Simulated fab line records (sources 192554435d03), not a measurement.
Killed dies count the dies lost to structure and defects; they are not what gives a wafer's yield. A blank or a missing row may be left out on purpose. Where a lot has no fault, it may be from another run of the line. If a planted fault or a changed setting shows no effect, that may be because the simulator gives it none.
fab line records	flow n5-finfet
[record] lots = 4	wafers = 12	last-day = 17
route steps=1938 shown BEOL_M4@1099 BEOL_M5@1112 TV_OPEN@1888 PASSIVATION@1936
lots that met no fault: from a run of the same line without faults
start-h: start of the lot's first displayed wafer, in hours after the record's first day	wait-h: time in hours since the lot's previous step	" identical to the entry in the row above	L1.1+2: several wafers, shown together as one row	- no value, or no start given	* or withheld: withheld	< > ~ a bound
route shown NAME@n: a module of which the file shows steps, and the number in the route of the first	usual: the fault-free wafers' mean and standard deviation	same: alike in all rows	chamber/n: place in a boat	sites: readings site by site	_std_site: their standard deviation	_edge_site: outer sites' mean less inner sites'	radius-mm: how far each site lies from the wafer's centre	mask NAME#n: copy n	behind: the last tool/chamber to shape the wafer	hold: why the lot was held/for how many hours/how that ended	device: which transistor (n, p or np) failed to switch	end of line: the tests these same wafers got at the end of their route	step lacking rows: just its recipe	killed: count of dies lost to structure and defects at first sort (not the wafer's yield)	map: dies across one wafer; x = killed, . = not, _ = none there
set.NAME: the run value of the setting; set.NAME@STEP: its run value at that earlier step	model.NAME: the simulator's own value behind a step, which no gauge read
certain route steps with their lots: each step a table, each wafer a row
services: a tool's chamber out of use, with start hour (start-h, from the record's first day; less than 0 if before it), hours out, and reason
[[steps]]
[step N5_BEOL_M4_ANNEAL_95]
[recipe] temp-c = 400	time-s = 240	ambient = vacuum
[step N5_BEOL_M4_SPUTTER_96]
[recipe] material = Cu	target-thk-a = 45	temp-c = -20	chamber-pressure-pa = 0.07	power-w = withheld	time-s = 8.29
[step N5_BEOL_M4_ECD_50]
[recipe] material = Cu	target-thk-a = 3000
[step N5_BEOL_M4_ANNEAL_51]
[recipe] temp-c = 225	time-s = 90	ambient = N2
[step N5_BEOL_M4_CMP_52]
[recipe] stop-on = SiOC	t-overpolish-s = 6.8	down-force-psi = 1	platen-rpm = 50	clearing-platen-down-force-psi = 1.5	clearing-platen-rpm = 50	post-cmp-clean = cu-alkaline	target-thk-nm = 40	clearing-platen-pad-velocity-m-s = 0.99484	pad-velocity-m-s = 0.99484
[step N5_BEOL_M4_PRE_CLEAN_60]
[recipe] gas = NH3/H2	time-s = 15	temp-c = *	rf-power-w = 300
[step N5_BEOL_M4_CO_CAP_55]
[recipe] material = Co	target-thk-a = 20	temp-c = 200	precursor = CCTBA/H2	pressure-torr = 30	time-s = 102.1
[step N5_BEOL_M4_PRE_CLEAN_56]
[recipe] gas = NH3	time-s = 15	temp-c = withheld	rf-power-w = 300
[step N5_BEOL_M4_DEP_57]
[recipe] material = SiCN	target-thk-a = 80	temp-c = withheld	precursor = 3MS/NH3	pressure-torr = 3	rf-w = 202	time-s = 14
[step N5_BEOL_M4_RC_MEAS_101]
[usual] DIBL_N = 36.9/1.6	DIBL_P = 37.1/2	IOFF_N = 0.17/0.032	IOFF_P = 0.22/0.036	ION_N = 674/12	ION_P = 463/7.8	SS_N = 71.7/0.63	SS_P = 73.5/0.62	VT_N = 249/3.3	VT_P = -250/3.5
lot.wafer	tool	chamber	start-h	wait-h	DIBL_N[mV/V]	DIBL_P[mV/V]	IOFF_N[nA/um]	IOFF_P[nA/um]	ION_N[uA/um]	ION_P[uA/um]	SS_N[mV/dec]	SS_P[mV/dec]	VT_N[mV]	VT_P[mV]
L445.2	prober-01	0	241.92	0.2	38.4	37.4	0.19	0.23	679	460	71.6	73.7	246	-250
L445.3	"	0	"	"	36.9	36.4	0.16	0.19	668	456	71.8	73.2	251	-251
L445.4	"	0	"	"	37.7	37.3	0.18	0.23	670	458	72.3	73.4	248	-253
L447.1	prober-01	0	257.27	0.0	33.8	35.5	0.14	0.19	667	462	70.4	73.1	249	-250
L447.3	"	0	"	"	37.8	39.3	0.21	0.25	686	468	71.9	74.0	244	-246
L447.6	"	0	"	"	38.2	39.2	0.21	0.24	682	462	72.3	74.1	248	-248
L452.2	prober-02	0	298.55	0.2	35.2	33.8	0.13	0.21	677	471	70.9	73.2	254	-250
L452.3	"	0	"	"	34.8	32.4	0.12	0.18	657	456	71.0	72.9	254	-252
L452.4	"	0	"	"	36.9	35.5	0.15	0.24	689	475	71.6	73.8	249	-248
L453.2	prober-01	0	300.17	0.2	37.0	40.7	0.20	0.27	685	466	72.5	73.4	248	-246
L453.5	"	0	"	"	36.9	39.2	0.18	0.25	669	465	72.6	72.9	247	-247
L453.6	"	0	"	"	37.6	40.1	0.22	0.25	679	463	72.8	73.2	246	-247
[step N5_BEOL_M5_ILD_DEP_00]
[recipe] material = SiCOH_lowk	target-thk-a = 1406.4	temp-c = 300	precursor = DEMS/porogen	pressure-torr = 5	rf-w = 500	time-s = 25.9
[step N5_BEOL_M5_CURE_79]
[recipe] temp-c = 385	time-s = 240	ambient = He/Ar	material = SiCOH_lowk
[step N5_BEOL_M5_PECVD_70]
[recipe] material = SiO2	target-thk-a = 160	temp-c = 400	precursor = TEOS/O2	pressure-torr = 5.5	rf-w = 450	teos-flow-sccm = 53.8	gas = O2	flow-sccm = 3000	time-s = 18
[step N5_BEOL_M5_HM_DEP_02]
[recipe] material = TiN	target-thk-a = 200	temp-c = 25	chamber-pressure-pa = 0.49996
[step N5_BEOL_M5_COAT_59]
[recipe] resist = SOC	temp-c = 250	time-s = 60	spin-rpm = 1500	resist-thk-nm = 60
[step N5_BEOL_M5_COAT_60]
[recipe] resist = SiARC	temp-c = 220	time-s = 60	spin-rpm = 1500	resist-thk-nm = 12
[step N5_BEOL_M5_COAT_71]
[recipe] resist = underlayer	temp-c = 205	time-s = 60	spin-rpm = 1500	resist-thk-nm = 5
[step N5_BEOL_M5_COAT_05]
[recipe] resist = CAR-EUV	spin-rpm = 1500	resist-thk-nm = 30
[step N5_BEOL_M5_EBR_07]
[recipe] solvent = PGMEA	ebr-width-mm = 1.5
[step N5_BEOL_M5_SOFTBAKE_06]
[recipe] temp-c = 110	time-s = 60	resist = CAR-EUV
[step N5_BEOL_M5_EXPOSE_08]
[recipe] mask-id = M5	na = 0.33	source-shape = annular	sigma-inner = 0.4	sigma-outer = 0.8	polarization = unpolarized	target-cd-nm = 28	dose-mj = 35.75
[step N5_BEOL_M5_PEB_09]
[recipe] peb-temp-c = 100	peb-time-s = 60	resist = CAR-EUV
[step N5_BEOL_M5_DEVELOP_10]
[recipe] develop-time-s = 30	developer = TMAH	resist = CAR-EUV	rinse-liquid = surfactant-rinse	dry = air-spin	dev-temp-c = 23
[step N5_BEOL_M5_DESCUM_16]
[recipe] chemistry = O2	time-s = 7	source-power-w = 50	bias-power-w = 20	pressure-mtorr = 20	rf-frequency-hz = 2.712e+07	temp-c = 40	resist = CAR-EUV	o2-flow-sccm = 225
[step N5_BEOL_M5_ETCH_72]
[recipe] chemistry = N2/H2	target = underlayer	target-depth-a = 65	mask-material = CAR-EUV	time-s = 5.2	ion-energy-ev = 200	pressure-mtorr = 30	source-w = 840	bias-w = 150	n2-flow-sccm = 200	h2-flow-sccm = 200	ends = cleared
[step N5_BEOL_M5_ETCH_61]
[recipe] chemistry = CF4	target = SiARC	target-depth-a = 156	mask-material = CAR-EUV	time-s = 26	ion-energy-ev = 80	pressure-mtorr = 40	source-w = 545	bias-w = 36	Ar_flow_sccm = 100	cf4-flow-sccm = 100	ends = cleared
[step N5_BEOL_M5_ETCH_62]
[recipe] chemistry = N2/H2	target = SOC	target-depth-a = 750	overetch-a = 150	mask-material = SiARC	temp-c = 40	time-s = 112.5	ion-energy-ev = 200	pressure-mtorr = 30	source-w = 840	bias-w = 150	n2-flow-sccm = 200	h2-flow-sccm = 200
[step N5_BEOL_M5_STRIP_63]
[recipe] chemistry = N2/H2	temp-c = 40	n2-flow-sccm = 200	h2-flow-sccm = 200	rf-frequency-hz = 6e+07
[step N5_BEOL_M5_STRIP_73]
[recipe] chemistry = N2/H2	temp-c = 40	n2-flow-sccm = 200	h2-flow-sccm = 200	rf-frequency-hz = 6e+07
[step N5_BEOL_M5_STRIP_64]
[recipe] chemistry = CF4	resist = SiARC	power-w = 300	bias-power-w = 75	pressure-mtorr = 50	cf4-flow-sccm = 150	rf-frequency-hz = 6e+07
[step N5_BEOL_M5_HM_OPEN_17]
[recipe] chemistry = Cl2/BCl3	target-depth-a = 200	overetch-a = 60	target = TiN	mask-material = SOC	ion-energy-ev = 150	pressure-mtorr = 10	icp-w = 1000	bias-w = 126	Cl2_flow_sccm = 53.25	bcl3-flow-sccm = 21.75	Ar_flow_sccm = 25
[step N5_BEOL_M5_STRIP_19]
[recipe] chemistry = O2	power-w = 400	temp-c = 40	pressure-mtorr = 30	rf-frequency-hz = 6e+07	bias-power-w = 0	overash-fraction = 0.2	o2-flow-sccm = 225
[step N5_BEOL_M5_COAT_65]
[recipe] resist = SOC	temp-c = 250	time-s = 60	spin-rpm = 1500	resist-thk-nm = 60
[step N5_BEOL_M5_COAT_66]
[recipe] resist = SiARC	temp-c = 220	time-s = 60	spin-rpm = 1500	resist-thk-nm = 12
[step N5_PASSIVATION_VIA_ETCH_13]
[recipe] chemistry = CHF3/O2	target = SiO2	target-depth-a = 6600	CHF3_flow_sccm = 50	O2_flow_sccm = 5	Ar_flow_sccm = 200	time-s = 330	mask-material = PR	pressure-mtorr = 30	source-w = 650	bias-w = 170	ion-energy-ev = 200	ends = cleared
[usual] CHF3_flow_sccm = 50.00/0.14	O2_flow_sccm = 5.001/0.014	drypump-motor-current-A = 5.5/0.43	etch-rf-on-time-s = 234/5.2	oes-product-au = 0.76/0.069	rf-vpp-V = 526/12	showerhead-plenum-p-Torr = 2.46/0.078	throttle-valve-pct = 18.78/0.21
lot.wafer	tool	chamber	start-h	wait-h	CHF3_flow_sccm	O2_flow_sccm	drypump-motor-current-A	etch-rf-on-time-s	oes-product-au	rf-hours-counter-h	rf-vpp-V	showerhead-plenum-p-Torr	throttle-valve-pct	model.coat_of_PASSIVATION_COAT_04.thk-nm	model.TV_OPEN.cd-offset-nm
L445.2	rie-diel-06	2	343.15	0.0	-	-	-	-	-	-	-	-	-	*	-0.8
L445.3	"	1	"	"	-	-	-	-	-	-	-	-	-	*	-0.2
L445.4	"	0	"	"	-	-	-	-	-	-	-	-	-	*	0.2
L447.1	rie-diel-04	3	350.34	0.0	-	-	-	-	-	-	-	-	-	*	0.4
L447.3	"	1	"	"	-	-	-	-	-	-	-	-	-	*	0.4
L447.6	"	2	"	"	-	-	-	-	-	-	-	-	-	*	-0.2
L452.2	rie-diel-04	3	386.14	0.0	49.99	4.979	5.8	240	0.81	14	536	2.47	19.04	*	2.8
L452.3	"	0	"	"	50.22	5.014	5.6	236	0.75	86	519	2.43	18.68	*	1
L452.4	"	1	"	"	49.96	4.998	5.4	246	0.63	221	512	2.37	18.81	*	2.8
L453.2	rie-diel-04	1	400.09	0.0	49.78	5.004	5.4	238	0.63	225	512	2.36	18.84	*	2.6
L453.5	"	1	"	"	50.06	5.025	5.4	247	0.62	-	513	2.36	18.83	*	2.4
L453.6	"	3	"	"	50.21	5.005	5.9	247	0.81	-	538	2.46	19.04	*	2.2
[step N5_PASSIVATION_ETCH_15]
[recipe] chemistry = CF4/N2	target = SiCN	target-depth-a = 750	taper-deg = 2	time-s = 81.2	ion-energy-ev = 150	mask-material = SiNx	pressure-mtorr = 40	source-w = 430	bias-w = 70	Ar_flow_sccm = 100	cf4-flow-sccm = 60	n2-flow-sccm = 60
[usual] bias-w = 70.00/0.23	cf4-flow-sccm = 60.00/0.16	drypump-motor-current-A = 5.5/0.43	n2-flow-sccm = 59.98/0.18	oes-product-au = 0.84/0.076	rf-vpp-V = 383.5/1.7	showerhead-plenum-p-Torr = 2.25/0.069	throttle-valve-pct = 15.32/0.22
lot.wafer	tool	chamber	start-h	wait-h	bias-w	cf4-flow-sccm	drypump-motor-current-A	n2-flow-sccm	oes-product-au	rf-hours-counter-h	rf-vpp-V	showerhead-plenum-p-Torr	throttle-valve-pct	model.TV_OPEN.cd-offset-nm
L445.2	rie-diel-06	2	-	-	70.05	59.68	4.6	59.96	0.31	47	386.1	2.33	15.37	-0.8
L445.3	"	1	"	"	70.03	59.68	5.8	60.05	0.31	72	380.0	2.14	15.33	-0.2
L445.4	"	0	"	"	70.22	59.78	4.8	59.88	0.26	-	379.1	2.09	15.75	0.2
L447.1	rie-diel-04	3	-	-	70.01	59.75	5.8	60.08	0.36	5	383.6	2.26	15.46	0.4
L447.3	"	1	"	"	70.18	59.90	5.3	60.03	0.27	212	382.1	2.19	15.48	0.4
L447.6	"	2	"	"	70.17	60.03	5.2	60.37	0.30	-	382.3	2.23	15.15	-0.2
L452.2	rie-diel-04	3	-	-	69.67	59.98	5.9	59.92	0.90	14	383.8	2.25	15.51	2.8
L452.3	"	0	"	"	69.86	59.84	5.5	59.82	0.85	86	383.2	2.22	15.21	1
L452.4	"	1	"	"	70.37	59.98	5.3	60.22	0.69	221	381.9	2.18	15.51	2.8
L453.2	rie-diel-04	1	-	-	70.11	59.85	5.3	59.96	0.70	225	381.4	2.18	15.52	2.6
L453.5	"	1	"	"	70.01	60.05	5.4	60.02	0.69	-	381.2	2.18	15.51	2.4
L453.6	"	3	"	"	69.94	59.96	5.8	59.79	0.88	-	383.7	2.25	15.52	2.4
[step N5_PASSIVATION_PROBE_49]
[usual] defect-limited-yield = 90.9/1.6	killed_at_M0_to_M3 = 34/11	killed_at_M4_up = 14/5.7	killed-at-contacts = 13/6.5	killed-at-front-end = 43/11	killed-at-other = 4/3.1	killed-dies = 107/19	killed-on-rim = 14/3.9	killed-open = 71/14	killed-short = 35/7.9	sort_bin_5_function = 5.3/1.1	sort_bin_6_memory = 3.4/0.74	sort-n-pass = 1073/19	sort-yield-pct = 90.9/1.6
[same] gross-dies = 1180	killed-at-back-side = 0	sort_bin_4_leakage[%] = 0	sort_bin_8_speed[%] = 0
lot.wafer	tool	chamber	start-h	wait-h	defect-limited-yield[%]	killed_at_M0_to_M3	killed_at_M4_up	killed-at-contacts	killed-at-front-end	killed-at-other	killed-dies	killed-on-rim	killed-open	killed-short	sort_bin_5_function[%]	sort_bin_6_memory[%]	sort-n-pass	sort-yield-pct[%]
L445.2	prober-02	-	349.97	0.1	0	27	14	17	50	1072	1180	152	79	30	96.0	3.4	0	0
L445.3	prober-02	-	350.02	0.1	0	37	16	13	40	1074	1180	152	82	28	95.7	4.2	0	0
L445.4	prober-02	-	350.07	0.2	0	26	14	11	33	1096	1180	152	64	23	96.9	2.6	0	0
L447.1	prober-02	-	357.14	0.0	0	45	23	7	35	1070	1180	152	85	30	96.5	3.3	0	0
L447.3	prober-02	-	357.24	0.1	0	30	23	18	22	1087	1180	152	66	30	96.0	3.7	0	0
L447.6	prober-02	-	357.39	0.3	0	42	29	9	36	1064	1180	152	90	27	96.3	3.6	0	0
// killed by level:class
L445.2 TV_OPEN:area-etch=1071 STI_FIN_REVEAL:geometric-particle:open=19 MOL_CONTACT_COAG:geometric-particle:open=12 BEOL_M3:geometric-particle:open=11 BEOL_M4:geometric-particle:open=10 GATE_CUT:geometric-particle:short=8 DUMMY_GATE:geometric-particle:open=6 FIN_SAQP:geometric-particle:open=5
L445.3 TV_OPEN:area-etch=1070 STI_FIN_REVEAL:geometric-particle:open=13 MOL_CONTACT_COAG:geometric-particle:open=13 BEOL_M1:geometric-particle:open=9 BEOL_M0_SAQP:geometric-particle:short=7 FIN_SAQP:geometric-particle:open=6 BEOL_M0:geometric-particle:open=5 BEOL_M2:geometric-particle:open=5
L445.4 TV_OPEN:area-etch=1092 MOL_CONTACT_COAG:geometric-particle:open=10 FIN_SAQP:geometric-particle:open=8 BEOL_M2:geometric-particle:open=8 STI_FIN_REVEAL:geometric-particle:open=6 DUMMY_GATE:geometric-particle:open=6 BEOL_M3:geometric-particle:open=6 BEOL_M1:geometric-particle:open=3
L447.1 TV_OPEN:area-etch=1065 BEOL_M4:geometric-particle:open=16 BEOL_M3:geometric-particle:open=15 DUMMY_GATE:geometric-particle:open=8 BEOL_M1:geometric-particle:open=8 FIN_SAQP:geometric-particle:short=7 MOL_CONTACT_COAG:geometric-particle:open=6 BEOL_M0_SAQP:geometric-particle:open=6
L447.3 TV_OPEN:area-etch=1084 MOL_CONTACT_COAG:geometric-particle:open=14 BEOL_M4:geometric-particle:open=6 FIN_SAQP:geometric-particle:open=5 BEOL_M0_SAQP:geometric-particle:open=5 BEOL_M3:geometric-particle:open=5 MOL_CONTACT_COAG:geometric-particle:short=4 BEOL_M0_SAQP:geometric-particle:short=4
L447.6 TV_OPEN:area-etch=1062 BEOL_M4:geometric-particle:open=19 FIN_SAQP:geometric-particle:open=12 BEOL_M3:geometric-particle:open=10 BEOL_M1:geometric-particle:open=9 MOL_CONTACT_COAG:geometric-particle:open=7 BEOL_M0_SAQP:geometric-particle:short=6 DUMMY_GATE:geometric-particle:open=5
// map L445.2 (x killed, . not)
_________________xxxxxxxxxxxx________________
______________xxxxxxxxxxxxxxxxxx_____________
___________xxxxxxxxxxxxxxxxxxxxxxxx__________
__________xxxxxxxxxxxxxxxxxxxxxxxxxx_________
________xxxxxxxxxxxxxxxxxxxxxxxxxxxxxx_______
_______xxxxxxxxxxxxxxxxxxxxxxxxxxxxxxxx______
______xxxxxxxxxxxxxxxxxxxxxxxxxxxxxxxxxx_____
_____xxxxxxxxxxxxxxxxxxxxxxxxxxxxxxxxxxxx____
____xxxxxxxxxxxxxxxxxxxxxxxxxxxxxxxxxxxxxx___
___xxxxxxxxxxxxxxxxxxxxxxxxxxxxxxxxxxxxxxxx__
___xxxxxxxxxxxxxxxxxxxxxxxxxxxxxxxxxxxxxxxx__
__xxxxxxxxxxxxxxxxxxxxxxxxxxxxxxxxxxxxxxxxxx_
__xxxxxxxxxxxxxxxxxxxxxxxxxxxxxxxxxxxxxxxxxx_
_xxxxxxxxxxxxxxxxxxxxxxxxxxxxxxxxxxxxxxxxxxxx
_xxxxxxxxxxxxxxxxxxxxxxxxxxxxxxxxxxxxxxxxxxxx
_xxxxxxxxxxxxxxxxxxxxxxxxxxxxxxxxxxxxxxxxxxxx
_xxxxxxxxxxxxxxxxxxxxxxxxxxxxxxxxxxxxxxxxxxxx
_xxxxxxxxxxxxxxxxxxxxxxxxxxxxxxxxxxxxxxxxxxxx
_xxxxxxxxxxxxxxxxxxxxxxxxxxxxxxxxxxxxxxxxxxxx
_xxxxxxxxxxxxxxxxxxxxxxxxxxxxxxxxxxxxxxxxxxxx
_xxxxxxxxxxxxxxxxxxxxxxxxxxxxxxxxxxxxxxxxxxxx
__xxxxxxxxxxxxxxxxxxxxxxxxxxxxxxxxxxxxxxxxxx_
__xxxxxxxxxxxxxxxxxxxxxxxxxxxxxxxxxxxxxxxxxx_
___xxxxxxxxxxxxxxxxxxxxxxxxxxxxxxxxxxxxxxxx__
___xxxxxxxxxxxxxxxxxxxxxxxxxxxxxxxxxxxxxxxx__
____xxxxxxxxxxxxxxxxxxxxxxxxxxxxxxxxxxxxxx___
_____xxxxxxxxxxxxxxxxxxxxxxxxxxxxxxxxxxxx____
______xxxxxxxxxxxxxxxxxxxxxxxxxxxxxxxxxx_____
_______xxxxxxxxxxxxxxxxxxxxxxxxxxxxxxxx______
________xxxxxxxxxxxxxxxxxxxxxxxxxxxxxx_______
__________xxxxxxxxxxxxxxxxxxxxxxxxxx_________
___________xxxxxxxxxxxxxxxxxxxxxxxx__________
______________xxxxxxxxxxxxxxxxxx_____________
_________________xxxxxxxxxxxx________________
// map L447.1 (x killed, . not)
_________________xxxxxxxxxxxx________________
______________xxxxxxxxxxxxxxxxxx_____________
___________xxxxxxxxxxxxxxxxxxxxxxxx__________
__________xxxxxxxxxxxxxxxxxxxxxxxxxx_________
________xxxxxxxxxxxxxxxxxxxxxxxxxxxxxx_______
_______xxxxxxxxxxxxxxxxxxxxxxxxxxxxxxxx______
______xxxxxxxxxxxxxxxxxxxxxxxxxxxxxxxxxx_____
_____xxxxxxxxxxxxxxxxxxxxxxxxxxxxxxxxxxxx____
____xxxxxxxxxxxxxxxxxxxxxxxxxxxxxxxxxxxxxx___
___xxxxxxxxxxxxxxxxxxxxxxxxxxxxxxxxxxxxxxxx__
___xxxxxxxxxxxxxxxxxxxxxxxxxxxxxxxxxxxxxxxx__
__xxxxxxxxxxxxxxxxxxxxxxxxxxxxxxxxxxxxxxxxxx_
__xxxxxxxxxxxxxxxxxxxxxxxxxxxxxxxxxxxxxxxxxx_
_xxxxxxxxxxxxxxxxxxxxxxxxxxxxxxxxxxxxxxxxxxxx
_xxxxxxxxxxxxxxxxxxxxxxxxxxxxxxxxxxxxxxxxxxxx
_xxxxxxxxxxxxxxxxxxxxxxxxxxxxxxxxxxxxxxxxxxxx
_xxxxxxxxxxxxxxxxxxxxxxxxxxxxxxxxxxxxxxxxxxxx
_xxxxxxxxxxxxxxxxxxxxxxxxxxxxxxxxxxxxxxxxxxxx
_xxxxxxxxxxxxxxxxxxxxxxxxxxxxxxxxxxxxxxxxxxxx
_xxxxxxxxxxxxxxxxxxxxxxxxxxxxxxxxxxxxxxxxxxxx
_xxxxxxxxxxxxxxxxxxxxxxxxxxxxxxxxxxxxxxxxxxxx
__xxxxxxxxxxxxxxxxxxxxxxxxxxxxxxxxxxxxxxxxxx_
__xxxxxxxxxxxxxxxxxxxxxxxxxxxxxxxxxxxxxxxxxx_
___xxxxxxxxxxxxxxxxxxxxxxxxxxxxxxxxxxxxxxxx__
___xxxxxxxxxxxxxxxxxxxxxxxxxxxxxxxxxxxxxxxx__
____xxxxxxxxxxxxxxxxxxxxxxxxxxxxxxxxxxxxxx___
_____xxxxxxxxxxxxxxxxxxxxxxxxxxxxxxxxxxxx____
______xxxxxxxxxxxxxxxxxxxxxxxxxxxxxxxxxx_____
_______xxxxxxxxxxxxxxxxxxxxxxxxxxxxxxxx______
________xxxxxxxxxxxxxxxxxxxxxxxxxxxxxx_______
__________xxxxxxxxxxxxxxxxxxxxxxxxxx_________
___________xxxxxxxxxxxxxxxxxxxxxxxx__________
______________xxxxxxxxxxxxxxxxxx_____________
_________________xxxxxxxxxxxx________________
[[services]]
tool	chamber	start-h	hours	kind
rie-diel-04	3	322.86	-	clean
rie-diel-04	3	322.86	-	consumable-replace:focus-ring
rie-diel-06	3	340.10	5.4	repair
rie-diel-06	0	345.68	-	clean
rie-diel-06	0	345.68	-	consumable-replace:esc
rie-diel-06	0	345.68	-	consumable-replace:focus-ring
rie-diel-06	0	345.68	-	consumable-replace:showerhead
rie-diel-06	0	345.68	25.6	scheduled-down
rie-diel-06	0	345.68	25.6	vent-cycle
rie-diel-06	3	361.08	4.9	repair
rie-diel-06	3	377.92	12.4	repair
rie-diel-04	2	398.72	9.5	repair
[[key]]
[first-sign] step = N5_PASSIVATION_VIA_ETCH_13	reading = tool-record	direction = missing
[effect] step = N5_PASSIVATION_ETCH_15	reading = oes-product-au	direction = down	sigmas = 7.1	usual = 0.84	struck = 0.30
[effect] step = N5_PASSIVATION_PROBE_49	reading = killed-at-other	direction = up	sigmas = 99+	usual = 4	struck = 1077
[model-effect] step = N5_PASSIVATION_VIA_ETCH_13	value = coat_of_PASSIVATION_COAT_04.thk-nm	without = *	struck = *
[model-effect] step = N5_PASSIVATION_ETCH_15	value = TV_OPEN.cd-offset-nm	without = 1.733	struck = -0.03333
[more-kills-born-at] N5_PASSIVATION_VIA_ETCH_13@rie-diel-06 = 3233	N5_PASSIVATION_VIA_ETCH_13@rie-diel-04 = 3211
met-at N5_PASSIVATION_VIA_ETCH_13
struck-wafers L445.2,L445.3,L445.4,L447.1,L447.3,L447.6
later-rows-left-out L445.2,L445.3,L445.4,L447.1,L447.3,L447.6
[fault] kind = skipped-step-whole	tool = rie-diel-04,rie-diel-06	chamber = -	onset-h = 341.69	steps = N5_PASSIVATION_VIA_ETCH_13	scope = struck-lots-only
// later-rows-left-out: the simulator's readings of these wafers behind a module that went badly wrong aren't trusted and aren't shown, but for the sort
